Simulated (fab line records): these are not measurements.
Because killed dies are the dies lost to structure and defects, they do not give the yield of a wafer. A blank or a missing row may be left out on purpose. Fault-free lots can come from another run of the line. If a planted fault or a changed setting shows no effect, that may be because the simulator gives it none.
Commonality check across tools :: flow n5-finfet :: 29 wafers sampled across 10 lots

## WHY THIS WAS OPENED
On 3 of the 10 lots, a flag is raised at N5_BEOL_M14_INSPECT_55 on the reading raw-defect-count. No-fault wafers: 71, standard deviation 25.
Rule: a lot gets a flag if all its wafers with a number sit over 4 standard deviations from that mean, or if no wafer of it has a number. All remaining lots are regarded as sound.

lot: L641
measured: day 12 05:23
on: defect-inspect-01
raw-defect-count, wafer by wafer: 104 108 98
flag: 

lot: L640
measured: day 12 12:58
on: defect-inspect-01
raw-defect-count, wafer by wafer: 67 62 112
flag: 

lot: L642
measured: day 12 19:26
on: defect-inspect-02
raw-defect-count, wafer by wafer: 46 62
flag: 

lot: L645
measured: day 14 03:53
on: defect-inspect-02
raw-defect-count, wafer by wafer: 74 73 94
flag: 

lot: L647
measured: day 14 12:44
on: defect-inspect-01
raw-defect-count, wafer by wafer: 67 57 34
flag: 

lot: L648
measured: day 14 22:19
on: defect-inspect-01
raw-defect-count, wafer by wafer: 79 96 76
flag: 

lot: L651
measured: day 16 04:04
on: defect-inspect-02
raw-defect-count, wafer by wafer: 527 551 532
flag: FLAGGED

lot: L653
measured: day 16 22:02
on: defect-inspect-01
raw-defect-count, wafer by wafer: 517 562 553
flag: FLAGGED

lot: L656
measured: day 17 16:25
on: defect-inspect-01
raw-defect-count, wafer by wafer: 538 486 497
flag: FLAGGED

lot: L662
measured: day 18 16:47
on: defect-inspect-02
raw-defect-count, wafer by wafer: 66 48 65
flag: 
Average over the flagged lots: 529; offset from the usual +458, equal to +18 standard deviations.

## WHICH TOOL RAN EACH LOT
Before the reading, the record contains 3 process steps out of a 1938-step route. Cell contents, in order: the tool; ch with the chambers the sampled wafers went through; the start.
lot: L641
flag: 
N5_BEOL_M14_STRIP_64: rie-diel-03 ch 0,2,3, day 11 22:11 or earlier
N5_BEOL_M14_ETCH_67: rie-diel-04 ch 1,2,3, day 11 22:16
N5_BEOL_M14_DEP_53: pecvd-02 ch 0,1,2, day 12 05:18

lot: L640
flag: 
N5_BEOL_M14_STRIP_64: rie-diel-01 ch 0,2, day 12 07:00 or earlier
N5_BEOL_M14_ETCH_67: rie-diel-01 ch 0,3, day 12 07:04
N5_BEOL_M14_DEP_53: pecvd-03 ch 0,2, day 12 12:52

lot: L642
flag: 
N5_BEOL_M14_STRIP_64: rie-diel-04 ch 1,2, day 12 15:26 or earlier
N5_BEOL_M14_ETCH_67: rie-diel-03 ch 0,1, day 12 15:31
N5_BEOL_M14_DEP_53: pecvd-03 ch 2, day 12 19:20

lot: L645
flag: 
N5_BEOL_M14_STRIP_64: rie-diel-01 ch 0,1,3, day 13 19:19 or earlier
N5_BEOL_M14_ETCH_67: rie-diel-04 ch 1,3, day 13 19:23
N5_BEOL_M14_DEP_53: pecvd-02 ch 0,1,2, day 14 03:47

lot: L647
flag: 
N5_BEOL_M14_STRIP_64: rie-diel-01 ch 2,3, day 14 10:20 or earlier
N5_BEOL_M14_ETCH_67: rie-diel-01 ch 1,2, day 14 10:25
N5_BEOL_M14_DEP_53: pecvd-01 ch 0,1, day 14 12:39

lot: L648
flag: 
N5_BEOL_M14_STRIP_64: rie-diel-01 ch 1,3, day 14 14:10 or earlier
N5_BEOL_M14_ETCH_67: rie-diel-01 ch 0,1,2, day 14 14:21
N5_BEOL_M14_DEP_53: pecvd-02 ch 0,1, day 14 22:13

lot: L651
flag: FLAGGED
N5_BEOL_M14_STRIP_64: rie-diel-01 ch 2,3, day 16 00:11 or earlier
N5_BEOL_M14_ETCH_67: rie-diel-01 ch 0,1,2, day 16 00:17
N5_BEOL_M14_DEP_53: pecvd-03 ch 0,1, day 16 03:58

lot: L653
flag: FLAGGED
N5_BEOL_M14_STRIP_64: rie-diel-04 ch 0,1,2, day 16 16:31 or earlier
N5_BEOL_M14_ETCH_67: rie-diel-03 ch 0,1,3, day 16 16:35
N5_BEOL_M14_DEP_53: pecvd-03 ch 0,1,2, day 16 21:57

lot: L656
flag: FLAGGED
N5_BEOL_M14_STRIP_64: rie-diel-03 ch 0,3, day 17 11:28 or earlier
N5_BEOL_M14_ETCH_67: rie-diel-03 ch 0,1, day 17 11:51
N5_BEOL_M14_DEP_53: pecvd-03 ch 0,1,2, day 17 16:20

lot: L662
flag: 
N5_BEOL_M14_STRIP_64: rie-diel-01 ch 0,3, day 18 13:48 or earlier
N5_BEOL_M14_ETCH_67: rie-diel-01 ch 0,1, day 18 14:05
N5_BEOL_M14_DEP_53: pecvd-02 ch 0,2, day 18 16:42
What these steps do:
- N5_BEOL_M14_STRIP_64: strips in O2.
- N5_BEOL_M14_ETCH_67: etches SiARC in CF4, target depth 143 nm, time 238.3 s.
- N5_BEOL_M14_DEP_53: deposits SiCN from 3MS/NH3, target thk 50 nm, time 17.8 s.
- N5_BEOL_M14_INSPECT_55: inspects for defects (darkfield).

## FLAGGED AGAINST TOTAL, ONE TOOL AT A TIME (gauges that did the reading follow at the end)
step: N5_BEOL_M14_STRIP_64
tool: rie-diel-01
lots run: 6
flagged: 1
share of the flagged lots: some
sound lots run after its first flagged lot: 1 (L662)

step: N5_BEOL_M14_STRIP_64
tool: rie-diel-03
lots run: 2
flagged: 1
share of the flagged lots: some
sound lots run after its first flagged lot: 0

step: N5_BEOL_M14_STRIP_64
tool: rie-diel-04
lots run: 2
flagged: 1
share of the flagged lots: some
sound lots run after its first flagged lot: 0

step: N5_BEOL_M14_ETCH_67
tool: rie-diel-01
lots run: 5
flagged: 1
share of the flagged lots: some
sound lots run after its first flagged lot: 1 (L662)

step: N5_BEOL_M14_ETCH_67
tool: rie-diel-03
lots run: 3
flagged: 2
share of the flagged lots: some
sound lots run after its first flagged lot: 0

step: N5_BEOL_M14_ETCH_67
tool: rie-diel-04
lots run: 2
flagged: 0
share of the flagged lots: none
sound lots run after its first flagged lot: -

step: N5_BEOL_M14_DEP_53
tool: pecvd-01
lots run: 1
flagged: 0
share of the flagged lots: none
sound lots run after its first flagged lot: -

step: N5_BEOL_M14_DEP_53
tool: pecvd-02
lots run: 4
flagged: 0
share of the flagged lots: none
sound lots run after its first flagged lot: -

step: N5_BEOL_M14_DEP_53
tool: pecvd-03
lots run: 5
flagged: 3
share of the flagged lots: all
sound lots run after its first flagged lot: 0

step: N5_BEOL_M14_INSPECT_55
tool: defect-inspect-01
lots run: 6
flagged: 2
share of the flagged lots: some
sound lots run after its first flagged lot: 0

step: N5_BEOL_M14_INSPECT_55
tool: defect-inspect-02
lots run: 4
flagged: 1
share of the flagged lots: some
sound lots run after its first flagged lot: 1 (L662)
N5_BEOL_M14_STRIP_64: start missing for some lots; hours and lot order therefore follow N5_BEOL_M14_INSPECT_30.

## WHAT THE TABLE ALLOWS
1 row of the table ran every flagged lot: pecvd-03 at N5_BEOL_M14_DEP_53.
- pecvd-03 at N5_BEOL_M14_DEP_53 ran 5 lots, 3 of them flagged. It ran its last sound lot, L642, at day 12 19:20 and its first flagged lot, L651, at day 16 03:58: a fault with its onset between the two fits.
Just one tool remains: pecvd-03 at N5_BEOL_M14_DEP_53.

## WHAT THE SIMULATOR HAD INSERTED
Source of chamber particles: pecvd-03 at N5_BEOL_M14_DEP_53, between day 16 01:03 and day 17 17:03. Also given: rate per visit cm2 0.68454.
Lots struck among those shown: L651, L653, L656. Same finding as the rule above.
